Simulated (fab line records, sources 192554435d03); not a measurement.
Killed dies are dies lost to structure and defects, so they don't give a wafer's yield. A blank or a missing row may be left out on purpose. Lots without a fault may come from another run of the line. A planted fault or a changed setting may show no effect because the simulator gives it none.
Which tool did it? | flow n5_finfet | 8 lots, 22 wafers sampled, at 5 steps of a route of 1938

WHAT THE GAUGES READ, wafer by wafer
N5_BEOL_M7_OCD_MEAS_38.
lot  | measured     | on     | trench_depth_nm (nm)
L239 | day 9 17:55  | ocd-01 | 93.1 94.4 93.4
L240 | day 10 04:41 | ocd-01 | 94.5 91.1 92.1
L243 | day 10 19:39 | ocd-01 | 91.6 91.8 92.7
L250 | day 12 22:29 | ocd-01 | 92.2 95.7 96.1
L252 | day 13 01:34 | ocd-01 | 92.7 94.8 93.4
L257 | day 14 03:53 | ocd-02 | -
L261 | day 15 07:03 | ocd-01 | 94.1 92.8 92.9
L262 | day 15 11:01 | ocd-02 | 93.0 93.9 93.7

WHICH TOOL RAN EACH LOT (tool, then ch and the chambers of the sampled wafers, then the start)
lot  | N5_BEOL_M7_HM_DEP_02         | N5_BEOL_M7_ETCH_65                | N5_BEOL_M7_ETCH_66                | N5_BEOL_M7_VIA_ETCH_34
L239 | pvd_sputter-01, day 9 15:07  | rie_diel-02 ch 0,1,2, day 9 17:32 | rie_diel-02 ch 0,1,2, day 9 17:34 | rie_diel-02 ch 0,1,2, day 9 17:40
L240 | pvd_sputter-02, day 10 02:51 | rie_diel-02 ch 1,3, day 10 04:19  | rie_diel-02 ch 1,3, day 10 04:20  | rie_diel-02 ch 1,3, day 10 04:26
L243 | pvd_sputter-01, day 10 14:54 | rie_diel-02 ch 2,3, day 10 19:07  | rie_diel-02 ch 2,3, day 10 19:11  | rie_diel-02 ch 2,3, day 10 19:19
L250 | pvd_sputter-02, day 12 19:30 | rie_diel-06 ch 2,3, day 12 22:07  | rie_diel-06 ch 2,3, day 12 22:08  | rie_diel-06 ch 2,3, day 12 22:14
L252 | pvd_sputter-03, day 12 22:52 | rie_diel-06 ch 0,1, day 13 01:11  | rie_diel-06 ch 0,1, day 13 01:13  | rie_diel-06 ch 0,1, day 13 01:19
L257 | pvd_sputter-01, day 14 00:01 | rie_diel-06 ch 0, day 14 03:31    | rie_diel-06 ch 0, day 14 03:34    | rie_diel-06 ch 0, day 14 03:39
L261 | pvd_sputter-02, day 15 03:22 | rie_diel-06 ch 0,1, day 15 06:41  | rie_diel-06 ch 0,1, day 15 06:42  | rie_diel-06 ch 0,1, day 15 06:48
L262 | pvd_sputter-02, day 15 07:32 | rie_diel-05 ch 0,3, day 15 10:39  | rie_diel-05 ch 0,3, day 15 10:40  | rie_diel-05 ch 0,3, day 15 10:46
- N5_BEOL_M7_HM_DEP_02: deposits TiN, target thk 20 nm.
- N5_BEOL_M7_ETCH_65: etches SiARC in CF4, target depth 15.6 nm, time 26 s.
- N5_BEOL_M7_ETCH_66: etches SOC in N2/H2, target depth 80 nm, overetch 16 nm, time 120 s.
- N5_BEOL_M7_VIA_ETCH_34: etches SiCOH lowk in C4F6/O2, target depth 125.5 nm, time 50.5 s.

THE ANSWER, worked out from the rows above alone
Rule: what is usual is taken from the lots themselves. Put in order of their means at a reading, lots are off if they are a third of the lots or fewer, leave a main group of 4 or more, and stand apart from it by a gap of 3 or more times the standard deviation of the main group's means; of several such gaps the widest counts. A main group whose means are all the same, to the digits that the tables above print for the reading, isn't used. A lot without any number at a reading at which 4 lots or more have one is off too. The other lots that the step has rows for count as sound.
Off: L257, at N5_BEOL_M7_OCD_MEAS_38 (trench_depth_nm). Without a number there: L257. The main group: mean 93.3 nm, standard deviation 0.78.
A tool fits if, at a process step before that reading, it ran every lot that is off, and no sound lot after the first of them. The gauges at N5_BEOL_M7_OCD_MEAS_38 are tried like those tools. One fits: pvd_sputter-01 at N5_BEOL_M7_HM_DEP_02. Its last sound lot is L243 (day 10 14:54), its first lot that is off L257 (day 14 00:01): a fault that began between those two fits.

WHAT THE SIMULATOR HAD PUT IN
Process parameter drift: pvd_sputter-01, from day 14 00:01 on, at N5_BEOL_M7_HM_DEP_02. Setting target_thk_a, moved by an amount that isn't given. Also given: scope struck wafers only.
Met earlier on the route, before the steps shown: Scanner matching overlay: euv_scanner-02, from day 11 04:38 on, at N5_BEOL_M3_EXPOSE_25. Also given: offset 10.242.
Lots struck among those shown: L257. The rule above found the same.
